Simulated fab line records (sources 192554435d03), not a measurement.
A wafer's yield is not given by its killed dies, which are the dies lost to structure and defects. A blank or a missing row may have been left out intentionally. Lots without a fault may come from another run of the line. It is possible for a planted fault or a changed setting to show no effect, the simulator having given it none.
fab line records    flow n5Finfet
[record] lots = 5  wafers = 15  lastDay = 14
route steps=1938 shown WELL_APT@20
lots that met no fault: taken from a fault-free run of the same line
startH: start of the lot's first displayed wafer, in hours after the record's first day    waitH: hours since the lot's step before    " as in the row above    L1.1+2: one row covering several wafers at once    - no value present, or no start provided    * or withheld: withheld    < > ~ a bound
route shown NAME@n: names a module that has steps shown in the file, with the first one's number in the route    usual: average and standard deviation across the fault-free wafers    same: alike in all rows    chamber/n: place in a boat    sites: each site's reading    _std_site: the values' standard deviation    _edge_site: the outer-site mean with the inner-site mean subtracted    radiusMm: for every site, how far away it sits from the centre of the wafer    mask NAME#n: copy n    behind: tool/chamber where the wafer was last shaped    hold: the reason the lot was held/the length of the hold in hours/how it ended    device: the n, p or np transistor that did not switch    end of line: tests run on the same wafers once the route is complete    a step given without rows: its recipe and nothing more    killed: the dies lost at the first sort to structure and to defects; this is not the yield of the wafer    map: a wafer's dies, marking killed ones x, the rest . and places with no die _
set.NAME: the setting as run; set.NAME@STEP: as run at that earlier step    model.NAME: the simulator's own value behind a step, which no gauge read
lots at selected steps of the route; one table per step, one row per wafer
services: a tool's chamber out of use, with start hour (startH, from the record's first day; less than 0 if before it), hours out, and reason
[[steps]]
[step N5_WELL_APT_HMDS_01]
[recipe] timeS = 60  tempC = 120
[step N5_WELL_APT_COAT_02]
[recipe] spinRpm = 1357  resistThkNm = 950
[step N5_WELL_APT_EBR_04]
[recipe] solvent = PGMEA  ebrWidthMm = 1.5
[step N5_WELL_APT_SOFTBAKE_03]
[recipe] tempC = 130  timeS = 60
[step N5_WELL_APT_EXPOSE_05]
[recipe] maskId = NWELL  na = 0.8  sourceShape = conventional  sigmaOuter = 0.8  polarization = unpolarized  defocusNm = 0  targetCdNm = 200  doseMj = 20.3
[step N5_WELL_APT_PEB_06]
[recipe] pebTempC = 130  pebTimeS = 90
[step N5_WELL_APT_DEVELOP_07]
[recipe] developTimeS = 45  rinseLiquid = surfactantRinse  dry = airSpin  devTempC = 21
[step N5_WELL_APT_HARDBAKE_12]
[recipe] tempC = 130  timeS = 120
[step N5_WELL_APT_CD_MEAS_08]
[recipe] targetCdNm = 200  landingEnergyEv = 500  detector = seInlens
[usual] cdNm = 201.0/1.9
lot.wafer  tool      chamber  startH  waitH  cdNm
L615.1     cdSem-02  0        13.56   -      199.5
L615.2     "         0        "       "      201.8
L615.3     "         0        "       "      201.9
L617.3     cdSem-03  0        25.82   -      201.9
L617.4     "         0        "       "      199.1
L617.6     "         0        "       "      200.7
L619.1     cdSem-02  0        37.72   -      202.7
L619.3     "         0        "       "      202.4
L619.6     "         0        "       "      202.4
L621.2     cdSem-03  0        50.10   -      201.9
L621.4     "         0        "       "      200.3
L621.5     "         0        "       "      201.0
L625.2     cdSem-02  0        73.81   -      203.5
L625.4     "         0        "       "      200.3
L625.5     "         0        "       "      200.6
[step N5_WELL_APT_OVL_MEAS_09]
[recipe] pointsPerWafer = 44
[usual] NWELL_OVL = -4/4.8
[same] pointsPerWafer = 44
lot.wafer  tool        chamber  startH  waitH  NWELL_OVL[nm]
L615.1     overlay-02  0        13.59   0.0    -8
L615.2     "           0        "       "      -4
L615.3     "           0        "       "      -9
L617.3     overlay-02  0        25.85   0.0    -3
L617.4     "           0        "       "      1
L617.6     "           0        "       "      3
L619.1     overlay-01  0        37.75   0.0    1
L619.3     "           0        "       "      4
L619.6     "           0        "       "      0
L621.2     overlay-01  0        50.13   0.0    -1
L621.4     "           0        "       "      1
L621.5     "           0        "       "      2
L625.2     overlay-01  0        73.84   0.0    0
L625.4     "           0        "       "      -8
L625.5     "           0        "       "      -9
[step N5_WELL_APT_INSPECT_10]
[recipe] mode = adi  inspectInstrument = macro
[usual] rawDefectCount = 1.9/1.3
lot.wafer  tool              chamber  startH  waitH  rawDefectCount
L615.1     defectInspect-01  -        13.61   0.0    1
L615.2     "                 -        "       "      2
L615.3     "                 -        "       "      5
L617.3     defectInspect-01  -        25.87   0.0    1
L617.4     "                 -        "       "      1
L617.6     "                 -        "       "      1
L619.1     defectInspect-02  -        37.77   0.0    1
L619.3     "                 -        "       "      1
L619.6     "                 -        "       "      2
L621.2     defectInspect-02  -        50.15   0.0    2
L621.4     "                 -        "       "      2
L621.5     "                 -        "       "      2
L625.2     defectInspect-02  -        73.86   0.0    5
L625.4     "                 -        "       "      1
L625.5     "                 -        "       "      1
[step N5_WELL_APT_DESCUM_13]
[recipe] chemistry = O2  timeS = 7.9  sourcePowerW = 50  biasPowerW = 20  pressureMtorr = 20  rfFrequencyHz = 2.712e+07  tempC = 40  o2FlowSccm = 225
[usual] drypumpMotorCurrentA = 5.7/0.46  oesProductAu = 0.79/0.091  rfVppV = 243.4/1.7  showerheadPlenumPTorr = 2.10/0.083  throttleValvePct = 20.29/0.19
lot.wafer  tool        chamber  startH  waitH  drypumpMotorCurrentA  oesProductAu  rfHoursCounterH  rfVppV  showerheadPlenumPTorr  throttleValvePct
L615.1     rieDiel-04  1        13.64   0.0    6.4                   0.77          174              244.4   2.15                   20.39
L615.2     "           3        "       "      5.8                   0.79          102              242.8   2.09                   20.04
L615.3     "           0        "       "      5.7                   0.71          213              242.7   1.97                   20.32
L617.3     rieDiel-02  1        25.91   0.0    5.7                   0.83          78               243.0   2.03                   20.20
L617.4     "           0        "       "      5.3                   0.76          139              243.4   2.09                   20.15
L617.6     "           2        "       "      5.9                   0.74          -                241.3   1.99                   20.57
L619.1     rieDiel-01  1        37.94   0.2    5.3                   0.73          194              244.1   2.08                   20.61
L619.3     "           3        "       "      4.9                   0.99          4                244.6   2.24                   20.11
L619.6     "           3        "       "      4.9                   0.98          -                246.6   2.24                   20.12
L621.2     rieDiel-02  1        50.39   0.2    5.6                   0.83          86               242.6   2.02                   20.20
L621.4     "           3        "       "      5.6                   0.71          187              243.6   2.17                   20.21
L621.5     "           1        "       "      5.7                   0.83          -                242.2   2.02                   20.19
L625.2     rieDiel-04  2        73.92   0.1    5.8                   0.91          23               242.2   2.05                   20.10
L625.4     "           1        "       "      6.4                   0.73          -                245.3   2.14                   20.43
L625.5     "           2        "       "      5.7                   0.90          -                242.6   2.05                   20.09
[step N5_WELL_APT_IMPLANT_14]
[recipe] species = P  energyKev = 160  doseCm2 = 1.5e+13  tiltDeg = 0  rotationDeg = 0
[usual] beamOnS = 10.02/0.17
lot.wafer  tool          chamber  startH  waitH  beamOnS  model.implant.rpNm  model.implant.drpNm
L615.1     implanter-02  0        13.74   0.1    9.96     205                 65.9
L615.2     "             0        "       "      10.22    205                 65.9
L615.3     "             0        "       "      10.00    205                 65.9
L617.3     implanter-02  0        26.06   0.1    10.02    199.3               65.9
L617.4     "             0        "       "      10.47    199.3               65.9
L617.6     "             0        "       "      10.01    199.3               65.9
L619.1     implanter-02  0        38.04   0.1    10.09    202.8               65.9
L619.3     "             0        "       "      9.99     202.8               65.9
L619.6     "             0        "       "      9.92     202.8               65.9
L621.2     implanter-02  0        50.52   0.1    9.81     89.51               35.37
L621.4     "             0        "       "      9.94     89.51               35.37
L621.5     "             0        "       "      9.72     89.51               35.37
L625.2     implanter-02  0        74.05   0.1    10.11    87.33               35.37
L625.4     "             0        "       "      10.29    87.33               35.37
L625.5     "             0        "       "      9.81     87.33               35.37
[step N5_WELL_APT_IMPLANT_15]
[recipe] species = As  energyKev = 25  doseCm2 = 1.5e+13  tiltDeg = 0  rotationDeg = 0
[[services]]
tool          chamber  startH  hours  kind
implanter-02  -        -9.86   1.8    repair
rieDiel-01    1        -6.13   9.0    repair
rieDiel-04    -        -5.98   0.8    repair
rieDiel-04    2        -0.97   -      clean
rieDiel-04    2        -0.97   -      consumableReplace:focusRing
rieDiel-04    2        -0.97   16.4   scheduledDown
rieDiel-04    2        -0.97   16.4   ventCycle
rieDiel-01    3        3.72    -      clean
rieDiel-01    3        3.72    -      consumableReplace:focusRing
rieDiel-01    3        3.72    -      consumableReplace:showerhead
rieDiel-01    3        3.72    21.6   scheduledDown
rieDiel-01    3        3.72    21.6   ventCycle
rieDiel-01    2        25.29   -      clean
rieDiel-01    2        25.29   -      consumableReplace:focusRing
rieDiel-01    2        25.29   -      consumableReplace:showerhead
rieDiel-01    2        25.29   19.6   scheduledDown
rieDiel-01    2        25.29   19.6   ventCycle
rieDiel-04    1        50.04   6.2    repair
rieDiel-04    3        51.04   30.3   repair
rieDiel-02    0        51.06   16.0   repair
implanter-02  -        52.00   4.2    repair
rieDiel-02    3        53.76   2.0    repair
rieDiel-01    2        69.28   5.1    repair
[[key]]
firstSign none at tools or gauges
[modelEffect] step = N5_WELL_APT_IMPLANT_14  value = implant.rpNm  without = 198.8  struck = 88.42
metAt N5_WELL_APT_IMPLANT_14
struckWafers L621.2,L621.4,L621.5,L625.2,L625.4,L625.5
rowsEnd L621.2,L621.4,L621.5,L625.2,L625.4,L625.5
onsetBetween 38.04 50.52
alsoFits time
[fault] kind = wrongRecipeDownload  tool = implanter-01,implanter-02  chamber = -  onsetH = 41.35  steps = N5_WELL_APT_IMPLANT_14  wrongRecipe.notListed = 1
// rowsEnd: these wafers met a further fault down the route, and their rows from its step on are left out
